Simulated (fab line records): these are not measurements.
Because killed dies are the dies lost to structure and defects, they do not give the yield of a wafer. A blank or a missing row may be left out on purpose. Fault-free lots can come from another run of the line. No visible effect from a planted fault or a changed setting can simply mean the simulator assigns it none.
Which tool did it?	flow nand-harc	Sampling: 13 lots, 39 wafers, 3 of 1302 route steps

== WHAT THE GAUGES SHOWED, per wafer ==
NHARC_P_STI_CD_MEAS_09 targets a cd of 200 nm.
lot	measured	on	cd-nm (nm)
L507	day 2 21:58	cd-sem-02	195.7 196.9 191.5
L509	day 3 17:01	cd-sem-03	199.5 196.5 197.4
L510	day 4 00:23	cd-sem-02	201.6 202.0 200.5
L514	day 5 18:04	cd-sem-03	202.4 200.4 197.5
L520	day 8 08:13	cd-sem-03	195.6 199.3 199.0
L521	day 8 15:25	cd-sem-02	202.4 201.4 195.5
L522	day 9 01:07	cd-sem-02	203.0 196.4 201.1
L523	day 9 11:31	cd-sem-02	199.7 201.2 203.8
L524	day 9 21:26	cd-sem-03	204.2 202.4 195.5
L525	day 10 07:28	cd-sem-03	201.0 202.2 196.6
L526	day 10 22:10	cd-sem-02	195.6 198.5 195.8
L527	day 11 04:52	cd-sem-02	202.3 198.4 204.0
L530	day 12 10:37	cd-sem-02	205.0 200.6 203.8

NHARC_P_GATE_CD_MEAS_46 targets a cd of 720 nm.
lot	measured	on	cd-nm (nm)
L507	day 5 22:12	cd-sem-02	722.4 720.8 722.0
L509	day 6 05:43	cd-sem-02	719.9 720.2 718.4
L510	day 7 00:40	cd-sem-01	710.5 710.4 711.4 710.5 710.4 711.1
L514	day 8 11:43	cd-sem-03	720.5 724.2 723.2
L520	day 10 21:32	cd-sem-01	721.3 720.3 721.1
L521	day 11 16:24	cd-sem-03	725.0 721.0 724.7
L522	day 11 17:52	cd-sem-02	717.1 716.8 719.0
L523	day 12 07:38	cd-sem-01	725.1 722.5 721.9
L524	day 12 21:31	cd-sem-03	723.1 719.9 721.3
L525	day 13 03:22	cd-sem-02	717.2 719.1 718.0
L526	day 13 17:54	cd-sem-02	720.7 717.8 719.3
L527	day 13 23:39	cd-sem-03	719.6 715.0 718.7
L530	day 15 06:26	cd-sem-01	718.8 721.8 723.9

== EACH LOT AND THE TOOL THAT RAN IT (in order: tool; ch and the chambers of the sampled wafers; start) ==
lot	NHARC_P_GATE_EXPOSE_43
L507	krf-scanner-03 ch 0, day 5 22:02
L509	krf-scanner-02 ch 0, day 6 05:34
L510	krf-scanner-03 ch 0, day 7 00:31
L514	krf-scanner-03 ch 0, day 8 11:34
L520	krf-scanner-04 ch 0, day 10 21:23
L521	krf-scanner-03 ch 0, day 11 16:14
L522	krf-scanner-03 ch 0, day 11 17:43
L523	krf-scanner-04 ch 0, day 12 07:29
L524	krf-scanner-02 ch 0, day 12 21:22
L525	krf-scanner-03 ch 0, day 13 03:13
L526	krf-scanner-02 ch 0, day 13 17:45
L527	krf-scanner-03 ch 0, day 13 23:30
L530	krf-scanner-03 ch 0, day 15 06:17
- NHARC_P_GATE_EXPOSE_43: exposes mask P NSD, target cd 720 nm.

== AS READ BY THE TOOLS THEMSELVES (means over the sampled wafers that have a number; for cases with no such wafer, the mark the record gives instead) ==
The record holds no such reading with a usual standard deviation.

== THE ANSWER, worked out from the rows above alone ==
Rule: usual is defined by the lots themselves. Put in order of their means at a reading, lots are off if they are a third of the lots or fewer, leave a main group of 4 or more, and stand apart from it by a gap of 3 or more times the standard deviation of the main group's means; of several such gaps the widest counts. Not used: any main group whose means are identical at the precision the tables above print for the reading. Also off: a lot with no number at a reading for which 4 or more lots have one. The other lots that the step has rows for count as sound. The gauges are gone through in route order, then the tools' own readings, and for those a lot's mean is taken as printed above. The first step at which some lot is off is used, and at that step the reading that is off furthest; a lot without a number counts as furthest.
Off: L510, at NHARC_P_GATE_CD_MEAS_46 (cd-nm). Main group: mean 720.6 nm, sd 2.
If a tool, at a process step before that reading, ran all the lots that are off and no sound lot after the first of them, it fits. Gauges at NHARC_P_GATE_CD_MEAS_46: tried the same way as those tools. None of those tried fits.

== WHAT THE SIMULATOR HAD PUT IN ==
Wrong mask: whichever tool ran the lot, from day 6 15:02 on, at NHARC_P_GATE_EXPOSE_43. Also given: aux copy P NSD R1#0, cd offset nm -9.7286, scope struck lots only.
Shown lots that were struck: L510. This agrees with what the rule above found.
